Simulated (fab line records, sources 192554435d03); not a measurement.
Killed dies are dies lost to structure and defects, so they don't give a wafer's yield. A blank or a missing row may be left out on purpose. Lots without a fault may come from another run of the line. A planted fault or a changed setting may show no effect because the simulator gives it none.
fab line records | flow n5_finfet
record lots=23 wafers=69 last_day=17
route steps=1938 shown BEOL_M1@769
lots that met no fault: from a run of the same line without faults
start_h: hours from the record's first day to the start of the lot's first wafer shown | wait_h: hours since the lot's step before | " the same as in the row above | L1.1+2: a row that stands for several wafers | - no value, or no start given | * or withheld: withheld | < > ~ a bound
route shown NAME@n: a module of which the file shows steps, and the number in the route of the first | usual: mean/standard deviation of fault-free wafers | same: alike in all rows | chamber/n: place in a boat | sites: the reading at each site | _std_site: their standard deviation | _edge_site: outer sites' mean less inner sites' | radius_mm: how far each site lies from the wafer's centre | mask NAME#n: copy n | behind: the tool/chamber that last shaped the wafer | hold: why the lot was held/for how many hours/how that ended | device: the transistor (n, p or np) that didn't switch | end of line: the same wafers' tests at the end of the route | a step without rows: its recipe alone | killed: dies lost to structure and defects at the first sort, not the wafer's yield | map: a wafer's dies, x killed, . not, _ none there
set.NAME: the setting as run; set.NAME@STEP: as run at that earlier step | model.NAME: the simulator's own value behind a step, which no gauge read
steps of the route over a sample of lots; a table a step, a row a wafer
services: from which hour (start_h, from the record's first day; less than 0 if before it) a tool's chamber was out of use, for how many hours, and why
## steps
# step N5_BEOL_M1_ETCH_63
# recipe chemistry=CF4 target=SiARC target_depth_a=156 mask_material=CAR-EUV time_s=26 ion_energy_ev=80 pressure_mtorr=40 source_w=545 bias_w=36 Ar_flow_sccm=100 cf4_flow_sccm=100 ends=cleared
# usual drypump_motor_current_A=5.7/0.43 etch_rf_on_time_s=26.0/0.67 oes_product_au=0.68/0.071 rf_vpp_V=184.2/1 showerhead_plenum_p_Torr=2.15/0.056 throttle_valve_pct=15.72/0.26
# columns lot.wafer tool chamber start_h wait_h drypump_motor_current_A etch_rf_on_time_s oes_product_au rf_hours_counter_h rf_vpp_V showerhead_plenum_p_Torr throttle_valve_pct
L074.2 rie_diel-05 0 124.67 0.0 5.0 26.0 0.69 110 183.3 2.15 15.91
L074.3 " 2 " " 5.9 25.5 0.70 84 184.0 2.17 15.61
L074.5 " 3 " " 5.8 26.9 0.65 - 184.6 2.24 15.97
L075.3 rie_diel-05 0 128.35 0.0 5.0 26.0 0.70 111 184.3 2.15 15.90
L075.4 " 1 " " 5.8 25.8 0.76 27 183.8 2.11 15.39
L075.6 " 3 " " 5.8 27.0 0.63 - 184.4 2.23 15.97
L076.3 rie_diel-04 1 137.28 0.0 6.5 25.4 0.78 27 183.4 2.18 15.59
L076.4 " 3 " " 5.4 25.4 0.80 15 184.1 2.18 15.30
L076.6 " 0 " " 5.4 24.8 0.69 - 183.4 2.07 15.49
L077.1 rie_diel-04 2 143.25 0.0 5.3 26.5 0.58 245 184.4 2.20 15.73
L077.3 " 3 " " 5.4 25.7 0.79 16 184.7 2.18 15.28
L077.4 " 0 " " 5.4 24.9 0.69 114 183.7 2.07 15.50
L078.1 rie_diel-05 0 152.28 0.0 5.0 26.2 0.68 117 182.9 2.15 15.90
L078.3 " 3 " " 5.8 27.2 0.63 161 184.8 2.23 15.98
L078.5 " 0 " " 5.0 26.2 0.69 - 184.4 2.15 15.92
L079.1 rie_diel-04 1 156.61 0.0 6.4 25.3 0.76 35 184.3 2.17 15.60
L079.4 " 0 " " 5.4 25.1 0.69 119 183.8 2.07 15.52
L079.6 " 2 " " 5.2 26.5 0.58 - 185.5 2.20 15.73
L080.1 rie_diel-04 3 163.33 0.0 5.4 25.7 0.78 23 184.8 2.18 15.30
L080.2 " 1 " " 6.4 25.5 0.77 37 183.9 2.17 15.61
L080.4 " 0 " " 5.4 24.8 0.68 - 184.2 2.07 15.52
L081.1 rie_diel-04 1 168.44 0.0 6.5 25.3 0.76 40 184.1 2.17 15.61
L081.2 " 3 " " 5.4 25.4 0.78 26 186.0 2.18 15.32
L081.3 " 0 " " 5.4 24.5 0.69 124 182.5 2.07 15.52
L082.2 rie_diel-05 0 179.24 0.0 5.0 26.2 0.69 124 184.6 2.15 15.93
L082.4 " 1 " " 5.8 26.3 0.74 39 183.4 2.11 15.41
L082.6 " 1 " " 5.8 26.1 0.74 - 184.0 2.11 15.40
L083.3 rie_diel-02 1 184.53 0.0 6.3 27.3 0.56 - 182.5 2.00 15.90
L083.5 " 0 " " 6.1 26.1 0.58 - 184.8 2.20 16.00
L083.6 " 1 " " 6.3 27.7 0.56 - 183.2 2.00 15.89
L084.3 rie_diel-04 0 185.67 0.0 5.4 25.1 0.67 130 182.8 2.06 15.53
L084.4 " 2 " " 5.3 25.7 0.84 3 183.2 2.20 15.24
L084.5 " 2 " " 5.3 25.6 0.82 - 183.9 2.20 15.25
L085.3 rie_diel-05 0 198.48 0.0 5.0 26.5 0.68 132 184.0 2.15 15.94
L085.5 " 0 " " 5.0 26.2 0.68 - 185.8 2.15 15.94
L085.6 " 3 " " 5.8 26.7 0.63 - 184.9 2.23 16.02
L087.2 rie_diel-05 0 202.01 0.0 5.0 26.0 0.68 133 183.6 2.15 15.95
L087.3 " 3 " " 5.8 26.6 0.63 177 184.7 2.23 16.01
L087.4 " 1 " " 5.8 26.0 0.73 45 184.6 2.11 15.43
L086.2 rie_diel-04 0 202.46 0.0 5.4 24.9 0.67 136 185.2 2.06 15.55
L086.3 " 1 " " 6.4 25.3 0.74 51 186.3 2.17 15.64
L086.5 " 0 " " 5.4 25.1 0.67 - 184.3 2.06 15.55
L088.3 rie_diel-02 0 205.85 0.0 6.1 26.1 0.58 - 183.5 2.20 16.03
L088.4 " 1 " " 6.3 27.7 0.56 - 181.9 2.00 15.92
L088.6 " 1 " " 6.3 27.5 0.55 - 181.7 2.00 15.92
L089.4 rie_diel-05 0 209.78 0.0 5.0 26.0 0.68 136 183.3 2.14 15.95
L089.5 " 0 " " 5.0 26.2 0.67 - 182.8 2.14 15.96
L089.6 " 1 " " 5.9 26.1 0.72 - 184.1 2.11 15.42
L090.3 rie_diel-02 0 225.50 0.0 6.1 26.0 0.57 273 184.9 2.19 16.04
L090.4 " 3 " " 5.7 26.0 0.57 - 182.2 2.10 16.00
L090.5 " 2 " " 5.9 26.8 0.63 - 184.8 2.15 16.00
L091.1 rie_diel-04 1 227.23 0.0 6.4 25.3 0.73 58 183.4 2.17 15.65
L091.2 " 3 " " 5.4 25.6 0.75 45 184.9 2.17 15.35
L091.5 " 3 " " 5.4 25.4 0.75 - 183.6 2.17 15.36
L092.1 rie_diel-05 2 231.08 0.0 5.9 25.1 0.69 117 184.0 2.15 15.67
L092.2 " 0 " " 5.0 25.7 0.67 142 182.8 2.14 15.97
L092.3 " 3 " " 5.9 26.5 0.62 187 183.7 2.22 16.04
L093.1 rie_diel-05 0 235.19 0.0 5.0 26.1 0.67 145 184.6 2.14 15.98
L093.2 " 3 " " 5.8 27.1 0.61 189 186.7 2.22 16.04
L093.3 " 1 " " 5.8 26.1 0.71 56 183.9 2.10 15.45
L094.2 rie_diel-02 3 239.34 0.0 5.7 25.9 0.57 262 183.6 2.10 16.00
L094.4 " 2 " " 5.9 26.7 0.61 - 183.8 2.15 16.03
L094.5 " 3 " " 5.7 26.1 0.57 - 184.6 2.10 16.02
L095.1 rie_diel-05 0 246.68 0.0 5.0 26.2 0.66 147 183.4 2.14 15.98
L095.2 " 2 " " 6.0 25.2 0.67 121 184.1 2.15 15.68
L095.3 " 3 " " 5.8 26.8 0.61 191 185.2 2.22 16.05
L096.2 rie_diel-02 0 251.72 0.0 6.0 26.5 0.56 280 184.3 2.19 16.04
L096.3 " 3 " " 5.7 26.0 0.57 267 184.4 2.09 16.00
L096.4 " 2 " " 5.9 26.6 0.61 - 184.4 2.15 16.05
# step N5_BEOL_M1_STRIP_66
# recipe chemistry=CF4 resist=SiARC power_w=300 bias_power_w=75 pressure_mtorr=50 cf4_flow_sccm=150 rf_frequency_hz=6e+07
# usual bias_power_w=74.99/0.23 drypump_motor_current_A=5.7/0.43 oes_product_au=0.78/0.076 rf_vpp_V=271.3/1.3 showerhead_plenum_p_Torr=1.80/0.045 throttle_valve_pct=13.67/0.27
# columns lot.wafer tool chamber start_h wait_h bias_power_w drypump_motor_current_A oes_product_au rf_hours_counter_h rf_vpp_V showerhead_plenum_p_Torr throttle_valve_pct
L074.2 rie_diel-05 0 124.83 0.0 74.98 5.0 0.81 110 272.1 1.79 13.82
L074.3 " 2 " " 74.57 5.9 0.81 85 272.4 1.81 13.55
L074.5 " 3 " " 75.31 5.8 0.76 - 273.1 1.86 13.89
L075.3 rie_diel-05 0 128.50 0.0 75.32 4.9 0.80 111 271.6 1.79 13.81
L075.4 " 1 " " 74.74 5.8 0.88 27 269.9 1.77 13.31
L075.6 " 3 " " 74.98 5.8 0.77 - 273.9 1.86 13.89
L076.3 rie_diel-04 1 137.43 0.0 74.88 6.4 0.89 28 271.7 1.83 13.53
L076.4 " 3 " " 74.86 5.4 0.91 15 272.1 1.83 13.24
L076.6 " 0 " " 75.11 5.4 0.78 - 269.2 1.73 13.44
L077.1 rie_diel-04 2 143.40 0.0 75.25 5.2 0.68 245 271.9 1.84 13.76
L077.3 " 3 " " 75.24 5.4 0.90 16 272.4 1.83 13.24
L077.4 " 0 " " 74.99 5.4 0.78 115 270.3 1.73 13.48
L078.1 rie_diel-05 0 152.44 0.0 75.06 5.0 0.80 117 271.1 1.79 13.81
L078.3 " 3 " " 75.21 5.8 0.75 161 272.5 1.86 13.92
L078.5 " 0 " " 75.11 5.0 0.80 - 271.6 1.79 13.83
L079.1 rie_diel-04 1 156.76 0.0 74.71 6.4 0.87 35 270.9 1.83 13.55
L079.4 " 0 " " 74.81 5.4 0.77 119 269.1 1.73 13.47
L079.6 " 2 " " 75.26 5.2 0.68 - 271.5 1.84 13.74
L080.1 rie_diel-04 3 163.48 0.0 74.74 5.4 0.89 23 271.1 1.83 13.25
L080.2 " 1 " " 74.61 6.4 0.87 37 272.4 1.82 13.56
L080.4 " 0 " " 75.06 5.3 0.77 - 271.0 1.73 13.48
L081.1 rie_diel-04 1 168.59 0.0 74.74 6.4 0.88 40 273.7 1.82 13.57
L081.2 " 3 " " 75.19 5.4 0.88 26 272.7 1.83 13.26
L081.3 " 0 " " 75.24 5.4 0.77 124 270.8 1.73 13.48
L082.2 rie_diel-05 0 179.40 0.0 74.81 4.9 0.79 124 271.5 1.79 13.84
L082.4 " 1 " " 74.93 5.8 0.85 39 271.6 1.76 13.33
L082.6 " 1 " " 75.27 5.8 0.85 - 269.5 1.76 13.35
L083.3 rie_diel-02 1 184.75 0.0 74.87 6.3 0.68 - 269.4 1.68 13.91
L083.5 " 0 " " 75.08 6.1 0.67 - 273.0 1.84 14.01
L083.6 " 1 " " 75.17 6.4 0.67 - 270.8 1.68 13.93
L084.3 rie_diel-04 0 185.82 0.0 75.33 5.4 0.77 130 269.3 1.73 13.49
L084.4 " 2 " " 75.32 5.3 0.95 3 273.1 1.84 13.20
L084.5 " 2 " " 75.09 5.3 0.95 - 272.3 1.84 13.18
L085.3 rie_diel-05 0 198.63 0.0 74.99 5.0 0.79 132 269.7 1.79 13.85
L085.5 " 0 " " 75.24 4.9 0.79 - 270.7 1.79 13.86
L085.6 " 3 " " 74.92 5.8 0.74 - 273.0 1.85 13.92
L087.2 rie_diel-05 0 202.16 0.0 75.07 5.0 0.78 134 272.4 1.79 13.87
L087.3 " 3 " " 74.93 5.8 0.74 178 272.9 1.85 13.94
L087.4 " 1 " " 75.11 5.8 0.85 45 271.3 1.76 13.34
L086.2 rie_diel-04 0 202.61 0.0 75.54 5.4 0.76 136 268.7 1.72 13.52
L086.3 " 1 " " 74.95 6.4 0.84 51 269.5 1.82 13.59
L086.5 " 0 " " 75.44 5.4 0.76 - 270.7 1.72 13.52
L088.3 rie_diel-02 0 206.08 0.0 75.16 6.1 0.67 - 271.6 1.84 14.02
L088.4 " 1 " " 75.10 6.3 0.67 - 268.9 1.68 13.93
L088.6 " 1 " " 75.29 6.3 0.67 - 268.2 1.68 13.94
L089.4 rie_diel-05 0 209.94 0.0 74.87 5.0 0.78 136 271.7 1.79 13.88
L089.5 " 0 " " 74.92 5.0 0.78 - 270.9 1.79 13.87
L089.6 " 1 " " 75.29 5.7 0.84 - 271.5 1.76 13.35
L090.3 rie_diel-02 0 225.65 0.0 74.91 6.1 0.66 273 272.3 1.84 14.03
L090.4 " 3 " " 75.07 5.7 0.67 - 270.2 1.77 14.02
L090.5 " 2 " " 75.12 6.0 0.73 - 270.5 1.81 13.97
L091.1 rie_diel-04 1 227.39 0.0 75.21 6.4 0.84 58 272.2 1.82 13.61
L091.2 " 3 " " 75.08 5.4 0.86 45 271.3 1.82 13.30
L091.5 " 3 " " 75.17 5.4 0.87 - 271.4 1.82 13.30
L092.1 rie_diel-05 2 231.24 0.0 74.96 5.9 0.78 117 270.2 1.80 13.62
L092.2 " 0 " " 74.69 4.9 0.78 142 272.1 1.78 13.87
L092.3 " 3 " " 74.52 5.8 0.73 187 269.7 1.85 13.96
L093.1 rie_diel-05 0 235.35 0.0 75.09 5.0 0.77 145 270.2 1.78 13.89
L093.2 " 3 " " 74.94 5.9 0.73 189 274.2 1.85 13.94
L093.3 " 1 " " 75.37 5.8 0.83 56 268.8 1.76 13.36
L094.2 rie_diel-02 3 239.58 0.0 75.18 5.7 0.66 262 270.7 1.76 14.06
L094.4 " 2 " " 74.78 6.0 0.73 - 271.2 1.81 13.99
L094.5 " 3 " " 75.22 5.7 0.67 - 271.3 1.76 14.07
L095.1 rie_diel-05 0 246.84 0.0 75.06 5.0 0.76 147 271.1 1.78 13.90
L095.2 " 2 " " 75.11 5.9 0.77 121 272.3 1.80 13.62
L095.3 " 3 " " 74.64 5.9 0.73 191 271.5 1.85 13.96
L096.2 rie_diel-02 0 251.88 0.0 74.92 6.1 0.66 280 270.9 1.83 14.06
L096.3 " 3 " " 74.70 5.7 0.66 267 270.3 1.76 14.05
L096.4 " 2 " " 75.12 5.9 0.72 - 272.4 1.80 14.00
# step N5_BEOL_M1_SPUTTER_48
# recipe material=Cu target_thk_a=45 temp_c=-20 chamber_pressure_pa=0.07 power_w=withheld time_s=8.29
# usual chamber_pressure_pa=0.07/0.00014 chuck_gas_flow_sccm=1.26/0.051 throttle_valve_pct=30.0/1.2
# columns lot.wafer tool chamber start_h wait_h chamber_pressure_pa chuck_gas_flow_sccm throttle_valve_pct
L074.2 pvd_sputter-01 - 128.45 0.2 0.06984 1.22 32.1
L074.3 " - " " 0.06998 1.19 31.4
L074.5 " - " " 0.06986 1.25 30.7
L075.3 pvd_sputter-02 - 132.38 0.2 0.06991 1.22 28.7
L075.4 " - " " 0.07009 1.15 30.0
L075.6 " - " " 0.06998 1.31 28.5
L076.3 pvd_sputter-03 - 140.50 0.1 0.06995 1.32 29.6
L076.4 " - " " 0.06987 1.24 29.8
L076.6 " - " " 0.06977 1.23 29.5
L077.1 pvd_sputter-01 - 145.94 0.1 0.06976 1.32 30.6
L077.3 " - " " 0.06998 1.26 31.8
L077.4 " - " " 0.06984 1.23 31.9
L078.1 pvd_sputter-01 - 157.00 0.2 0.0699 1.26 31.4
L078.3 " - " " 0.07011 1.26 31.8
L078.5 " - " " 0.06994 1.32 30.7
L079.1 pvd_sputter-03 - 161.54 0.1 0.07001 1.26 30.5
L079.4 " - " " 0.07 1.30 29.3
L079.6 " - " " 0.06994 1.29 29.9
L081.1 pvd_sputter-02 - 172.59 0.1 0.07012 1.20 29.1
L081.2 " - " " 0.07003 1.24 28.6
L081.3 " - " " 0.07004 1.27 28.2
L080.1 pvd_sputter-01 - 178.04 0.2 0.07004 1.17 31.9
L080.2 " - " " 0.07016 1.25 30.9
L080.4 " - " " 0.07034 1.28 31.9
L082.2 pvd_sputter-03 - 182.67 0.1 0.07031 1.31 30.2
L082.4 " - " " 0.06997 1.30 30.6
L082.6 " - " " 0.07007 1.24 30.5
L083.3 pvd_sputter-01 - 188.44 0.3 0.07035 1.29 30.7
L083.5 " - " " 0.06992 1.19 32.1
L083.6 " - " " 0.07004 1.35 32.0
L084.3 pvd_sputter-02 - 189.39 0.3 0.0698 1.26 29.7
L084.4 " - " " 0.0701 1.26 28.6
L084.5 " - " " 0.06997 1.33 28.9
L085.3 pvd_sputter-03 - 203.14 0.2 0.07009 1.20 30.6
L085.5 " - " " 0.06994 1.25 29.2
L085.6 " - " " 0.06997 1.22 30.4
L086.2 pvd_sputter-03 - 208.71 0.1 0.06983 1.34 30.5
L086.3 " - " " 0.07019 1.24 30.6
L086.5 " - " " 0.06989 1.27 30.2
L087.2 pvd_sputter-01 - 209.17 0.1 0.06999 1.26 32.0
L087.3 " - " " 0.07001 1.37 31.0
L087.4 " - " " 0.06979 1.33 31.0
L088.3 pvd_sputter-02 - 209.44 0.3 0.07008 1.28 29.9
L088.4 " - " " 0.06993 1.21 29.4
L088.6 " - " " 0.06984 1.31 28.8
L089.4 pvd_sputter-02 - 212.82 0.0 0.07012 1.27 29.9
L089.5 " - " " 0.06996 1.22 29.0
L089.6 " - " " 0.07013 1.21 28.0
L090.3 pvd_sputter-03 - 228.27 0.2 0.07004 1.31 29.3
L090.4 " - " " 0.06987 1.24 30.5
L090.5 " - " " 0.07019 1.25 29.2
L091.1 pvd_sputter-02 - 232.02 0.1 0.06982 1.24 28.5
L091.2 " - " " 0.06993 1.34 28.4
L091.5 " - " " 0.07007 1.20 29.0
L092.1 pvd_sputter-02 - 236.01 0.2 0.06984 1.21 29.0
L092.2 " - " " 0.07014 1.35 28.0
L092.3 " - " " 0.07006 1.22 29.7
L093.1 pvd_sputter-02 - 238.85 0.1 0.07007 1.39 28.6
L093.2 " - " " 0.06987 1.25 27.9
L093.3 " - " " 0.07019 1.28 30.0
L094.2 pvd_sputter-02 - 244.25 0.2 0.07 1.32 29.9
L094.4 " - " " 0.07012 1.24 29.3
L094.5 " - " " 0.06984 1.32 28.2
L095.1 pvd_sputter-01 - 251.39 0.2 0.07009 1.27 31.9
L095.2 " - " " 0.06985 1.17 31.2
L095.3 " - " " 0.06995 1.21 31.8
L096.2 pvd_sputter-03 - 258.93 0.1 0.07003 1.29 30.6
L096.3 " - " " 0.07003 1.31 29.5
L096.4 " - " " 0.07007 1.32 29.7
# step N5_BEOL_M1_SPUTTER_86
# recipe material=Cu target_thk_a=45 temp_c=-20 chamber_pressure_pa=0.07 power_w=withheld time_s=8.29
# usual chamber_pressure_pa=0.06997/0.00013 chuck_gas_flow_sccm=1.27/0.047 throttle_valve_pct=30.0/1.2
# columns lot.wafer tool chamber start_h wait_h chamber_pressure_pa chuck_gas_flow_sccm throttle_valve_pct
L074.2 pvd_sputter-01 - 129.25 0.1 0.07019 1.25 31.8
L074.3 " - " " 0.07003 1.33 31.4
L074.5 " - " " 0.07003 1.32 30.5
L075.3 pvd_sputter-02 - 133.04 0.1 0.06987 1.28 28.4
L075.4 " - " " 0.07002 1.31 29.8
L075.6 " - " " 0.06974 1.23 28.5
L076.3 pvd_sputter-03 - 141.16 0.1 0.0699 1.34 29.2
L076.4 " - " " 0.07024 1.23 29.7
L076.6 " - " " 0.07005 1.26 29.4
L077.1 pvd_sputter-01 - 146.65 0.1 0.06992 1.22 30.9
L077.3 " - " " 0.06986 1.32 31.8
L077.4 " - " " 0.0701 1.31 31.9
L078.1 pvd_sputter-01 - 157.72 0.1 0.06985 1.19 31.6
L078.3 " - " " 0.07008 1.22 31.9
L078.5 " - " " 0.07008 1.29 30.5
L079.1 pvd_sputter-03 - 162.20 0.1 0.06971 1.29 30.7
L079.4 " - " " 0.07009 1.27 29.5
L079.6 " - " " 0.06978 1.31 29.6
L081.1 pvd_sputter-02 - 173.25 0.1 0.06998 1.23 29.2
L081.2 " - " " 0.0697 1.26 28.6
L081.3 " - " " 0.07003 1.34 28.1
L080.1 pvd_sputter-01 - 178.75 0.1 0.06988 1.23 31.9
L080.2 " - " " 0.07017 1.27 30.9
L080.4 " - " " 0.06989 1.33 32.0
L082.2 pvd_sputter-03 - 183.33 0.1 0.06971 1.18 30.3
L082.4 " - " " 0.07007 1.24 30.6
L082.6 " - " " 0.06987 1.23 30.6
L083.3 pvd_sputter-01 - 189.16 0.1 0.07 1.37 30.9
L083.5 " - " " 0.07012 1.19 32.1
L083.6 " - " " 0.07018 1.20 31.9
L084.3 pvd_sputter-02 - 190.05 0.1 0.06992 1.28 29.7
L084.4 " - " " 0.06994 1.26 28.5
L084.5 " - " " 0.0701 1.29 29.0
L085.3 pvd_sputter-03 - 203.80 0.1 0.06991 1.30 30.4
L085.5 " - " " 0.06991 1.29 29.4
L085.6 " - " " 0.06998 1.23 30.6
L086.2 pvd_sputter-03 - 209.37 0.1 0.0698 1.26 30.5
L086.3 " - " " 0.06991 1.24 30.7
L086.5 " - " " 0.06997 1.31 30.2
L087.2 pvd_sputter-01 - 209.83 0.1 0.07015 1.22 32.2
L087.3 " - " " 0.0698 1.27 31.4
L087.4 " - " " 0.06998 1.26 30.8
L088.3 pvd_sputter-02 - 210.10 0.1 0.07029 1.30 29.8
L088.4 " - " " 0.07008 1.24 29.3
L088.6 " - " " 0.07016 1.26 29.5
L089.4 pvd_sputter-02 - 213.48 0.1 0.06991 1.23 29.8
L089.5 " - " " 0.06986 1.21 29.2
L089.6 " - " " 0.07013 1.34 28.2
L090.3 pvd_sputter-03 - 228.93 0.1 0.06985 1.24 29.4
L090.4 " - " " 0.07013 1.20 30.7
L090.5 " - " " 0.06987 1.29 29.5
L091.1 pvd_sputter-02 - 232.68 0.1 0.06987 1.29 28.6
L091.2 " - " " 0.06975 1.36 28.0
L091.5 " - " " 0.06976 1.22 29.2
L092.1 pvd_sputter-02 - 236.67 0.1 0.06984 1.17 29.2
L092.2 " - " " 0.06999 1.31 27.8
L092.3 " - " " 0.07009 1.24 29.7
L093.1 pvd_sputter-02 - 239.51 0.1 0.06992 1.33 28.5
L093.2 " - " " 0.07028 1.28 28.1
L093.3 " - " " 0.06984 1.30 29.7
L094.2 pvd_sputter-02 - 244.91 0.1 0.07009 1.25 29.6
L094.4 " - " " 0.06983 1.22 29.3
L094.5 " - " " 0.07011 1.26 28.1
L095.1 pvd_sputter-01 - 252.05 0.1 0.06984 1.29 31.9
L095.2 " - " " 0.06989 1.16 31.3
L095.3 " - " " 0.07002 1.32 31.9
L096.2 pvd_sputter-03 - 259.59 0.1 0.06982 1.30 30.6
L096.3 " - " " 0.07005 1.24 29.3
L096.4 " - " " 0.06984 1.30 29.8
# step N5_BEOL_M1_ANNEAL_89
# recipe temp_c=400 time_s=240 ambient=vacuum
# usual heater_power_w=851/77
# columns lot.wafer tool chamber start_h wait_h heater_power_w
L074.2 pvd_sputter-01 - 129.62 0.0 796
L074.3 " - " " 802
L074.5 " - " " 845
L075.3 pvd_sputter-02 - 133.34 0.0 876
L075.4 " - " " 847
L075.6 " - " " 837
L076.3 pvd_sputter-03 - 141.46 0.0 892
L076.4 " - " " 740
L076.6 " - " " 912
L077.1 pvd_sputter-01 - 146.98 0.0 852
L077.3 " - " " 796
L077.4 " - " " 876
L078.1 pvd_sputter-01 - 158.04 0.0 791
L078.3 " - " " 794
L078.5 " - " " 820
L079.1 pvd_sputter-03 - 162.50 0.0 696
L079.4 " - " " 903
L079.6 " - " " 728
L081.1 pvd_sputter-02 - 173.55 0.0 849
L081.2 " - " " 860
L081.3 " - " " 980
L080.1 pvd_sputter-01 - 179.08 0.0 790
L080.2 " - " " 846
L080.4 " - " " 881
L082.2 pvd_sputter-03 - 183.63 0.0 998
L082.4 " - " " 710
L082.6 " - " " 983
L083.3 pvd_sputter-01 - 189.48 0.0 842
L083.5 " - " " 788
L083.6 " - " " 902
L084.3 pvd_sputter-02 - 190.35 0.0 841
L084.4 " - " " 867
L084.5 " - " " 859
L085.3 pvd_sputter-03 - 204.10 0.0 983
L085.5 " - " " 900
L085.6 " - " " 1001
L086.2 pvd_sputter-03 - 209.67 0.0 999
L086.3 " - " " 706
L086.5 " - " " 719
L087.2 pvd_sputter-01 - 210.13 0.0 779
L087.3 " - " " 814
L087.4 " - " " 846
L088.3 pvd_sputter-02 - 210.40 0.0 806
L088.4 " - " " 866
L088.6 " - " " 851
L089.4 pvd_sputter-02 - 213.78 0.0 822
L089.5 " - " " 859
L089.6 " - " " 960
L090.3 pvd_sputter-03 - 229.23 0.0 902
L090.4 " - " " 982
L090.5 " - " " 896
L091.1 pvd_sputter-02 - 232.98 0.0 851
L091.2 " - " " 951
L091.5 " - " " 853
L092.1 pvd_sputter-02 - 236.97 0.0 863
L092.2 " - " " 937
L092.3 " - " " 819
L093.1 pvd_sputter-02 - 239.81 0.0 854
L093.2 " - " " 953
L093.3 " - " " 809
L094.2 pvd_sputter-02 - 245.21 0.0 814
L094.4 " - " " 874
L094.5 " - " " 948
L095.1 pvd_sputter-01 - 252.35 0.0 813
L095.2 " - " " 827
L095.3 " - " " 890
L096.2 pvd_sputter-03 - 259.89 0.0 698
L096.3 " - " " 900
L096.4 " - " " 726
# step N5_BEOL_M1_SPUTTER_90
# recipe material=Cu target_thk_a=45 temp_c=-20 chamber_pressure_pa=0.07 power_w=withheld time_s=8.29
# usual chamber_pressure_pa=0.06998/0.00017 chuck_gas_flow_sccm=1.26/0.047 throttle_valve_pct=30.0/1.2
# columns lot.wafer tool chamber start_h wait_h chamber_pressure_pa chuck_gas_flow_sccm throttle_valve_pct
L074.2 pvd_sputter-01 - 129.79 0.1 0.06996 1.25 31.9
L074.3 " - " " 0.07001 1.24 31.6
L074.5 " - " " 0.06948 1.23 30.8
L075.3 pvd_sputter-02 - 133.48 0.1 0.07004 1.29 28.4
L075.4 " - " " 0.07015 1.14 29.6
L075.6 " - " " 0.07013 1.22 28.4
L076.3 pvd_sputter-03 - 141.60 0.1 0.06986 1.22 28.9
L076.4 " - " " 0.07023 1.26 29.8
L076.6 " - " " 0.07019 1.28 29.2
L077.1 pvd_sputter-01 - 147.13 0.1 0.07002 1.25 30.7
L077.3 " - " " 0.07002 1.30 32.1
L077.4 " - " " 0.07037 1.20 32.2
L078.1 pvd_sputter-01 - 158.19 0.1 0.06972 1.26 31.4
L078.3 " - " " 0.06986 1.30 32.0
L078.5 " - " " 0.06971 1.18 30.7
L079.1 pvd_sputter-03 - 162.64 0.1 0.07032 1.27 30.9
L079.4 " - " " 0.07002 1.26 29.3
L079.6 " - " " 0.07013 1.29 30.1
L081.1 pvd_sputter-02 - 173.69 0.1 0.06986 1.35 29.0
L081.2 " - " " 0.07006 1.26 28.4
L081.3 " - " " 0.06976 1.18 28.0
L080.1 pvd_sputter-01 - 179.23 0.1 0.06971 1.29 32.0
L080.2 " - " " 0.06986 1.25 30.9
L080.4 " - " " 0.07002 1.27 31.8
L082.2 pvd_sputter-03 - 183.77 0.1 0.07006 1.28 30.4
L082.4 " - " " 0.06994 1.31 30.7
L082.6 " - " " 0.06984 1.18 30.6
L083.3 pvd_sputter-01 - 189.64 0.1 0.07006 1.27 30.8
L083.5 " - " " 0.07011 1.27 32.0
L083.6 " - " " 0.06997 1.26 31.9
L084.3 pvd_sputter-02 - 190.49 0.1 0.07003 1.24 29.7
L084.4 " - " " 0.06996 1.19 28.6
L084.5 " - " " 0.06993 1.32 29.3
L085.3 pvd_sputter-03 - 204.24 0.1 0.07005 1.24 30.7
L085.5 " - " " 0.07048 1.29 29.3
L085.6 " - " " 0.07016 1.23 30.4
L086.2 pvd_sputter-03 - 209.81 0.1 0.06974 1.23 30.7
L086.3 " - " " 0.06988 1.31 30.4
L086.5 " - " " 0.06978 1.27 29.8
L087.2 pvd_sputter-01 - 210.27 0.1 0.07025 1.25 32.0
L087.3 " - " " 0.07002 1.31 31.1
L087.4 " - " " 0.06976 1.31 31.0
L088.3 pvd_sputter-02 - 210.54 0.1 0.06978 1.25 29.6
L088.4 " - " " 0.07005 1.30 29.4
L088.6 " - " " 0.06998 1.21 29.4
L089.4 pvd_sputter-02 - 213.92 0.1 0.06989 1.32 29.9
L089.5 " - " " 0.07009 1.24 29.3
L089.6 " - " " 0.07017 1.27 28.1
L090.3 pvd_sputter-03 - 229.37 0.1 0.06999 1.19 29.3
L090.4 " - " " 0.06999 1.24 30.5
L090.5 " - " " 0.06997 1.28 29.4
L091.1 pvd_sputter-02 - 233.12 0.1 0.07024 1.26 28.5
L091.2 " - " " 0.06988 1.23 28.2
L091.5 " - " " 0.07007 1.19 29.1
L092.1 pvd_sputter-02 - 237.11 0.1 0.06974 1.28 29.1
L092.2 " - " " 0.07002 1.29 27.8
L092.3 " - " " 0.06979 1.30 29.8
L093.1 pvd_sputter-02 - 239.95 0.1 0.06994 1.33 28.7
L093.2 " - " " 0.07022 1.17 28.0
L093.3 " - " " 0.07005 1.15 29.6
L094.2 pvd_sputter-02 - 245.35 0.1 0.06998 1.28 29.5
L094.4 " - " " 0.06987 1.32 29.2
L094.5 " - " " 0.07026 1.25 28.2
L095.1 pvd_sputter-01 - 252.49 0.1 0.06993 1.29 31.8
L095.2 " - " " 0.06986 1.20 31.6
L095.3 " - " " 0.06993 1.24 31.9
L096.2 pvd_sputter-03 - 260.03 0.1 0.06995 1.27 30.5
L096.3 " - " " 0.07014 1.28 29.4
L096.4 " - " " 0.06976 1.19 29.7
## services
# columns tool chamber start_h hours kind
rie_diel-04 2 157.48 - clean
rie_diel-04 2 157.48 - consumable_replace:focus_ring
rie_diel-04 2 157.48 18.5 scheduled_down
rie_diel-04 2 157.48 18.5 vent_cycle
rie_diel-05 1 190.32 5.2 repair
rie_diel-05 2 233.75 3.4 repair
rie_diel-02 1 255.03 - clean
rie_diel-02 1 255.03 - consumable_replace:focus_ring
rie_diel-02 1 255.03 - consumable_replace:showerhead
rie_diel-02 1 255.03 15.8 scheduled_down
rie_diel-02 1 255.03 15.8 vent_cycle
rie_diel-02 - 256.05 0.7 repair
## key
fault none
